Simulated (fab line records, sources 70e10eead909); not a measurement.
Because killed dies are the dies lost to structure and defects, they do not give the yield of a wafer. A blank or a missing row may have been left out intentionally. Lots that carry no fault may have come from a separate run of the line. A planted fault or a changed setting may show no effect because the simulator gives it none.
Matching of chambers / flow nand_harc / 4 sister chambers for NHARC_A_WL_FILL_ETCHBACK_26 on rie_si-02
The step etches the open film in HBr, target depth 52 nm, time 13.3 s. 18 wafers are shown with their chamber, then 9 later ones without.

## WAFERS WITH THEIR CHAMBER
wafer=L077.3; chamber=1; drypump_motor_current_A (A)=5.7; oes_product_au (a.u.)=0.998; throttle_valve_pct (%)=23.254
wafer=L077.4; chamber=2; drypump_motor_current_A (A)=6.2; oes_product_au (a.u.)=1.002; throttle_valve_pct (%)=23.244
wafer=L077.6; chamber=1; drypump_motor_current_A (A)=5.7; oes_product_au (a.u.)=0.996; throttle_valve_pct (%)=23.252
wafer=L078.2; chamber=2; drypump_motor_current_A (A)=6.2; oes_product_au (a.u.)=0.994; throttle_valve_pct (%)=23.276
wafer=L078.3; chamber=0; drypump_motor_current_A (A)=6.3; oes_product_au (a.u.)=0.993; throttle_valve_pct (%)=23.255
wafer=L078.5; chamber=1; drypump_motor_current_A (A)=5.7; oes_product_au (a.u.)=0.995; throttle_valve_pct (%)=23.259
wafer=L080.2; chamber=0; drypump_motor_current_A (A)=6.3; oes_product_au (a.u.)=0.980; throttle_valve_pct (%)=23.256
wafer=L080.4; chamber=3; drypump_motor_current_A (A)=6.0; oes_product_au (a.u.)=0.984; throttle_valve_pct (%)=23.263
wafer=L080.6; chamber=0; drypump_motor_current_A (A)=6.3; oes_product_au (a.u.)=0.995; throttle_valve_pct (%)=23.266
wafer=L085.1; chamber=2; drypump_motor_current_A (A)=6.2; oes_product_au (a.u.)=1.001; throttle_valve_pct (%)=23.265
wafer=L085.4; chamber=1; drypump_motor_current_A (A)=5.7; oes_product_au (a.u.)=0.987; throttle_valve_pct (%)=23.271
wafer=L085.5; chamber=2; drypump_motor_current_A (A)=6.2; oes_product_au (a.u.)=1.010; throttle_valve_pct (%)=23.280
wafer=L086.1; chamber=0; drypump_motor_current_A (A)=6.3; oes_product_au (a.u.)=0.995; throttle_valve_pct (%)=23.267
wafer=L086.4; chamber=3; drypump_motor_current_A (A)=6.0; oes_product_au (a.u.)=0.998; throttle_valve_pct (%)=23.274
wafer=L086.6; chamber=2; drypump_motor_current_A (A)=6.2; oes_product_au (a.u.)=1.002; throttle_valve_pct (%)=23.266
wafer=L093.1; chamber=2; drypump_motor_current_A (A)=6.2; oes_product_au (a.u.)=0.997; throttle_valve_pct (%)=23.276
wafer=L093.2; chamber=1; drypump_motor_current_A (A)=5.7; oes_product_au (a.u.)=0.989; throttle_valve_pct (%)=23.274
wafer=L093.6; chamber=3; drypump_motor_current_A (A)=5.9; oes_product_au (a.u.)=1.002; throttle_valve_pct (%)=23.275

SIGNATURES (averages over the wafers above)
reading=drypump_motor_current_A; chamber 0=6.300; chamber 1=5.700; chamber 2=6.200; chamber 3=5.967; scatter within a chamber=0.0218
reading=oes_product_au; chamber 0=0.99075; chamber 1=0.99300; chamber 2=1.00100; chamber 3=0.99467; scatter within a chamber=0.0064
reading=throttle_valve_pct; chamber 0=23.26100; chamber 1=23.26200; chamber 2=23.26783; chamber 3=23.27067; scatter within a chamber=0.0102
Rule: distance of a wafer from a chamber = root of the sum over the readings of ((wafer's reading minus chamber's mean) / reading's scatter) squared. If the next closest chamber is less than 2 further off than the closest, the wafer can't be placed; otherwise it belongs to the closest. The scatter: take each reading less its chamber's mean, square it, sum over the shown wafers, divide by the number of wafers less the number of chambers, and take the root.

## WAFERS WHOSE CHAMBER IS MISSING
wafer=L089.1; drypump_motor_current_A (A)=6.2; oes_product_au (a.u.)=0.996; throttle_valve_pct (%)=23.276
wafer=L089.2; drypump_motor_current_A (A)=5.7; oes_product_au (a.u.)=0.985; throttle_valve_pct (%)=23.277
wafer=L089.5; drypump_motor_current_A (A)=5.7; oes_product_au (a.u.)=0.989; throttle_valve_pct (%)=23.260
wafer=L096.2; drypump_motor_current_A (A)=6.2; oes_product_au (a.u.)=1.003; throttle_valve_pct (%)=23.278
wafer=L096.4; drypump_motor_current_A (A)=6.0; oes_product_au (a.u.)=0.996; throttle_valve_pct (%)=23.251
wafer=L096.5; drypump_motor_current_A (A)=6.2; oes_product_au (a.u.)=1.006; throttle_valve_pct (%)=23.263
wafer=L097.2; drypump_motor_current_A (A)=6.3; oes_product_au (a.u.)=0.975; throttle_valve_pct (%)=23.256
wafer=L097.4; drypump_motor_current_A (A)=5.7; oes_product_au (a.u.)=0.995; throttle_valve_pct (%)=23.277
wafer=L097.6; drypump_motor_current_A (A)=5.7; oes_product_au (a.u.)=0.994; throttle_valve_pct (%)=23.262

## WHICH CHAMBER EACH ONE RAN IN
wafer=L089.1; from the rows above=2; in truth=2
wafer=L089.2; from the rows above=1; in truth=1
wafer=L089.5; from the rows above=1; in truth=1
wafer=L096.2; from the rows above=2; in truth=2
wafer=L096.4; from the rows above=3; in truth=3
wafer=L096.5; from the rows above=2; in truth=2
wafer=L097.2; from the rows above=0; in truth=0
wafer=L097.4; from the rows above=1; in truth=1
wafer=L097.6; from the rows above=1; in truth=1
9 of 9 placed correctly. Not placeable from these rows: 0. Number placed wrongly: 0.
